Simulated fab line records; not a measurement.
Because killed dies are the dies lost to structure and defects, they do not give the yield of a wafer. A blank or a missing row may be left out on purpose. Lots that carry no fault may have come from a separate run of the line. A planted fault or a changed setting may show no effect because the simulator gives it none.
Which tool was responsible?	flow nand harc	Sampling: 12 lots, 36 wafers, 5 of 1302 route steps

WHAT THE GAUGES READ, wafer by wafer
NHARC_END_SORT_01. Usual: killed at array 57, standard deviation 19; killed at other 0.9, standard deviation 1.1; killed at periphery 4.0, standard deviation 2.6; killed dies 62, standard deviation 19; killed open 3.3, standard deviation 1.8; killed short 2.4, standard deviation 1.7.
lot	measured	on	killed at array	killed at other	killed at periphery	killed dies	killed open	killed short	flag
L815	day 30 14:55	prober-02	83 675 76	1 1 0	2 1 4	86 677 80	2 2 7	4 1 2	OFF
L816	day 31 03:48	prober-01	51 669 668	1 2 4	5 6 5	57 677 677	2 5 5	2 3 2	OFF

WHICH TOOL RAN EACH LOT (tool, then ch and the chambers of the sampled wafers, then the start)
lot	NHARC_A_STAIRCASE_STRIP_171	NHARC_A_STAIRCASE_ETCH_13	NHARC_A_STAIRCASE_TRIM_18	NHARC_A_STAIRCASE_ETCH_19
L800	plasma asher-02 ch 0,1, day 15 12:38	rie diel-04 ch 0,1,3, day 15 14:52 or earlier	rie diel-04 ch 0,2,3, day 15 14:52	rie diel-04 ch 1,3, no start
L801	plasma asher-01 ch 0,1, day 15 15:52	rie diel-08 ch 0,1,2, day 15 18:19 or earlier	rie diel-08 ch 0,1,3, day 15 18:19	rie diel-08 ch 0,1,2, no start
L802	plasma asher-02 ch 0,1, day 16 05:40	rie diel-04 ch 2,3, day 16 07:54 or earlier	rie diel-04 ch 0,2, day 16 07:54	rie diel-04 ch 1,2,3, no start
L803	plasma asher-01 ch 0,1, day 16 19:35	rie diel-04 ch 1,3, day 16 21:53 or earlier	rie diel-04 ch 1,3, day 16 21:53	rie diel-04 ch 1,2,3, no start
L804	plasma asher-02 ch 0,1, day 17 04:52	rie diel-07 ch 1,3, day 17 09:59 or earlier	rie diel-07 ch 0,1,3, day 17 09:59	rie diel-07 ch 0,1,3, no start
L815	plasma asher-01 ch 0,1, day 21 17:16	rie diel-07 ch 1,2,3, day 21 19:34 or earlier	rie diel-07 ch 0,2, day 21 19:34	rie diel-07 ch 0,1,2, day 30 14:55 or earlier
L816	plasma asher-02 ch 0,1, day 22 06:35	rie diel-07 ch 0,2, day 22 08:48 or earlier	rie diel-07 ch 0,3, day 22 08:48	rie diel-07 ch 2,3, day 31 03:48 or earlier
L818	plasma asher-01 ch 0,1, day 22 13:50	rie diel-08 ch 0,3, day 22 16:13 or earlier	rie diel-08 ch 0,1, day 22 16:13	rie diel-08 ch 0,2,3, no start
L820	plasma asher-01 ch 0,1, day 24 02:08	rie diel-04 ch 0,1, day 24 04:35 or earlier	rie diel-04 ch 0,1,3, day 24 04:35	rie diel-04 ch 1,3, no start
L821	plasma asher-01 ch 0,1, day 24 10:02	rie diel-08 ch 1,3, day 24 12:14 or earlier	rie diel-08 ch 0,1,2, day 24 12:14	rie diel-08 ch 1,2, no start
L822	plasma asher-02 ch 0,1, day 25 09:04	rie diel-07 ch 1,2,3, day 25 13:01 or earlier	rie diel-07 ch 0,1,3, day 25 13:01	rie diel-07 ch 0,1,3, no start
L823	plasma asher-01 ch 0,1, day 25 09:15	rie diel-07 ch 0,1,3, day 25 13:04 or earlier	rie diel-07 ch 1,2, day 25 13:04	rie diel-07 ch 0,3, no start
- NHARC_A_STAIRCASE_STRIP_171: strips in O2.
- NHARC_A_STAIRCASE_ETCH_13: etches the open film in C4F8/O2, target depth 100 nm, time 40.5 s.
- NHARC_A_STAIRCASE_TRIM_18: chemistry O2, time 211.2 s.
- NHARC_A_STAIRCASE_ETCH_19: etches the open film in C4F8/O2, target depth 100 nm, time 40.5 s.

AS READ BY THE TOOLS THEMSELVES (means over the sampled wafers that have a number; for cases with no such wafer, the mark the record gives instead)
NHARC_A_STAIRCASE_STRIP_171. Usual: drypump motor current A 5.7 A, standard deviation 0.35; heater power w 350 W, standard deviation 26.
lot	tool	drypump motor current A (A)	heater power w (W)	flag
L800	plasma asher-02	5.4	324	
L801	plasma asher-01	6.0	376	
L802	plasma asher-02	5.4	324	
L803	plasma asher-01	6.1	363	
L804	plasma asher-02	5.4	335	
L815	plasma asher-01	6.1	358	
L816	plasma asher-02	5.4	339	
L818	plasma asher-01	6.1	360	
L820	plasma asher-01	6.0	377	
L821	plasma asher-01	6.1	356	
L822	plasma asher-02	5.4	334	
L823	plasma asher-01	6.0	375	

NHARC_A_STAIRCASE_ETCH_13. Usual: oes product au 0.942 a.u., standard deviation 0.014; rf vpp V 897 V, standard deviation 5.4.
lot	tool	oes product au (a.u.)	rf vpp V (V)	flag
L800	rie diel-04	0.939	892	
L801	rie diel-08	0.951	900	
L802	rie diel-04	0.949	891	
L803	rie diel-04	0.954	897	
L804	rie diel-07	0.940	897	
L815	rie diel-07	0.955	897	
L816	rie diel-07	0.950	894	
L818	rie diel-08	0.958	899	
L820	rie diel-04	0.939	902	
L821	rie diel-08	0.961	904	
L822	rie diel-07	0.925	897	
L823	rie diel-07	0.930	893	

NHARC_A_STAIRCASE_TRIM_18. Usual: drypump motor current A 5.9 A, standard deviation 0.4; oes product au 0.999 a.u., standard deviation 0.011; rf vpp V 57.8 V, standard deviation 0.9; run length s 232.6 s, standard deviation 0.5; showerhead plenum p Torr 3.56 Torr, standard deviation 0.14; throttle valve pct 17.036 %, standard deviation 0.0092.
lot	tool	drypump motor current A (A)	oes product au (a.u.)	rf vpp V (V)	run length s (s)	showerhead plenum p Torr (Torr)	throttle valve pct (%)	flag
L800	rie diel-04	6.0	1.007	57.6	232.3	3.39	17.035	
L801	rie diel-08	6.0	1.003	57.5	232.6	3.72	17.040	
L802	rie diel-04	5.8	0.989	57.4	231.8	3.48	17.038	
L803	rie diel-04	6.0	1.006	57.9	232.3	3.51	17.033	
L804	rie diel-07	5.7	0.988	58.0	233.3	3.50	17.039	
L815	rie diel-07	6.2	0.994	57.6	184.9	3.56	17.040	OFF
L816	rie diel-07	5.9	0.986	56.5	137.6	3.45	17.033	OFF
L818	rie diel-08	6.1	1.015	57.5	232.5	3.62	17.038	
L820	rie diel-04	6.1	1.001	58.2	232.5	3.59	17.045	
L821	rie diel-08	5.9	0.988	58.7	232.5	3.60	17.040	
L822	rie diel-07	5.7	0.992	57.8	233.0	3.47	17.036	
L823	rie diel-07	6.1	1.001	58.2	232.7	3.57	17.032	

NHARC_A_STAIRCASE_ETCH_19. Usual: oes product au 0.940 a.u., standard deviation 0.01; rf vpp V 897 V, standard deviation 5.3.
lot	tool	oes product au (a.u.)	rf vpp V (V)	flag
L800	rie diel-04	0.960	896	
L801	rie diel-08	0.946	900	
L802	rie diel-04	0.930	893	
L803	rie diel-04	0.940	893	
L804	rie diel-07	0.943	894	
L815	rie diel-07	0.948	895	
L816	rie diel-07	0.934	899	
L818	rie diel-08	0.942	899	
L820	rie diel-04	0.945	894	
L821	rie diel-08	0.931	901	
L822	rie diel-07	0.935	893	
L823	rie diel-07	0.925	896	

THE ANSWER, worked out from the rows above alone
Rule: take the mean of a lot's wafers that have a number; if it is more than 3 standard deviations from the usual mean, the lot is off. A lot without any number at a reading at which 4 lots or more have one is off too. Where the step has rows for the other lots, those lots are counted as sound. First the gauges in route order, then the tools' own readings, where a lot's mean is used as printed above. At the first step where some lot is off, the reading lying furthest off is the one used; lots without a number count as furthest.
Off, at NHARC_END_SORT_01 on killed dies: L815, L816. Neither off nor sound, because the step has no rows for them: L800, L801, L802, L803, L804, L818, L820, L821, L822, L823.
If a tool, at a process step before that reading, ran all the lots that are off and no sound lot after the first of them, it fits. Not tried: the gauges at NHARC_END_SORT_01; whatever is off there is also off at NHARC_A_STAIRCASE_TRIM_18, on other tools, and gauge error can't account for it. NHARC_A_STAIRCASE_ETCH_13: start missing for some lots; hours and lot order therefore follow NHARC_A_STAIRCASE_TRIM_18. NHARC_A_STAIRCASE_ETCH_19: start missing for some lots; hours and lot order therefore follow NHARC_END_SORT_01. One fits: NHARC_A_STAIRCASE_ETCH_13 and NHARC_A_STAIRCASE_TRIM_18 and NHARC_A_STAIRCASE_ETCH_19 on rie diel-07. It ran no sound lot before its first lot that is off in this sample, so the start can't be narrowed down.

WHAT THE SIMULATOR HAD INSERTED
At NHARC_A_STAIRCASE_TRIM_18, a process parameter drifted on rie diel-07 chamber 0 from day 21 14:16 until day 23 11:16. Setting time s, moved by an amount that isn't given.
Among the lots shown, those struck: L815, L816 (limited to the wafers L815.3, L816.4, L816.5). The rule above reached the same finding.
